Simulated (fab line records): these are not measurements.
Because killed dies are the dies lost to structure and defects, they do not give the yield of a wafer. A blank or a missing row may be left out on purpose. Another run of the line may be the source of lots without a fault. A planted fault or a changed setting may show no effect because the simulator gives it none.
A struck lot beside a sound one + flow nand-harc + 15 steps out of a route of 1302
Sound: the wafers L309.1, L309.4, L309.5. The struck wafers were L319.2, L319.4, L319.6. Last of all comes the cause.
Per side, at each step with rows, come the tool, then ch with its chambers, and then its first start. Under that, the readings that differ: sound wafers + struck wafers + difference of the means + sigmas: that difference in standard deviations of wafers without a fault.
alike: readings with means less than 2 such deviations apart, plus words and numbers identical on both sides. not compared: withheld readings, readings lacking a value on some wafer, bounds such as >300 that could conceal the same value, and numbers that have no deviation in the record and whose values overlap.
Wherever a step has rows on one side only, a row that says differs or no value, or a row with sigmas, the two part there. Numbers that don't overlap but have no deviation are shown without sigmas and don't part them. A reading missing from all wafers of one side parts the sides only when that side holds two or more wafers.

first, 8 steps without rows for these wafers: NHARC_THIN_TSV_DEHYDRATE_25 (time 120 s); NHARC_THIN_TSV_HMDS_26 (time 30 s); NHARC_THIN_TSV_COAT_27; NHARC_THIN_TSV_SOFTBAKE_28 (time 95 s); NHARC_THIN_TSV_EBR_29; NHARC_THIN_TSV_EXPOSE_30 (exposes mask PAD); NHARC_THIN_TSV_PEB_31 (peb time 85 s); NHARC_THIN_TSV_DEVELOP_32 (time 70 s).
NHARC_THIN_TSV_CD_MEAS_33: the cd target is 5000 nm.
  sound on cd-sem-03 ch 0, day 26 00:43; struck on cd-sem-01 ch 0, day 29 08:11
  alike: cd-nm
then, 1 step without rows for these wafers: NHARC_THIN_TSV_HARDBAKE_34 (time 80 s).
NHARC_THIN_TSV_DESCUM_35: chemistry O2, time 3 s.
  sound on rie-diel-09 ch 0,2,3, day 26 00:53; struck on rie-diel-08 ch 1,3, day 29 08:20
| reading                         | sound          | struck         | difference | sigmas |
|---------------------------------|----------------|----------------|------------|--------|
| showerhead-plenum-p-Torr (Torr) | 1.91 1.90 1.96 | 2.00 2.04 2.04 | +0.10      | +2     |
  alike: drypump-motor-current-A, oes-product-au, rf-vpp-V, throttle-valve-pct
  not compared: rf-hours-counter-h
NHARC_THIN_TSV_ETCH_59: etches the open film in Cl2/BCl3, target depth 880 nm, time 138.1 s.
  sound on rie-metal-02 ch 0,1, day 26 01:03; struck on rie-metal-02 ch 0,1, day 29 08:31
  alike: drypump-motor-current-A, he-backside-leak-sccm, oes-product-au, throttle-valve-pct
  not compared: rf-hours-counter-h
NHARC_THIN_TSV_ETCH_36: etches the open film in Cl2/BCl3, target depth 65 nm, time 18.571 s.
  sound on rie-metal-02 ch 0,1, day 26 01:16; struck on rie-metal-02 ch 0, day 29 08:44
| reading        | sound       | struck                  | difference | sigmas |
|----------------|-------------|-------------------------|------------|--------|
| over-etch-frac | 0.3 0.3 0.3 | 0.53499 0.53499 0.53499 | +0.23499   |        |
  alike: drypump-motor-current-A, he-backside-leak-sccm, oes-product-au
  not compared: rf-hours-counter-h
NHARC_THIN_TSV_STRIP_56: strips in O2.
  sound on plasma-asher-02 ch 0,1, day 26 01:25; struck on plasma-asher-01 ch 0,1, day 29 08:53
  alike: drypump-motor-current-A, heater-power-w
  not compared: rf-hours-counter-h
NHARC_END_SORT_01:
  here the record holds rows for the struck wafers (prober-01 ch 0, day 29 18:02) but none for the sound ones

== WHERE THEY PART ==
Last at NHARC_END_SORT_01 as far as this record goes, first at NHARC_THIN_TSV_DESCUM_35.

WHY: the cause the simulator had injected
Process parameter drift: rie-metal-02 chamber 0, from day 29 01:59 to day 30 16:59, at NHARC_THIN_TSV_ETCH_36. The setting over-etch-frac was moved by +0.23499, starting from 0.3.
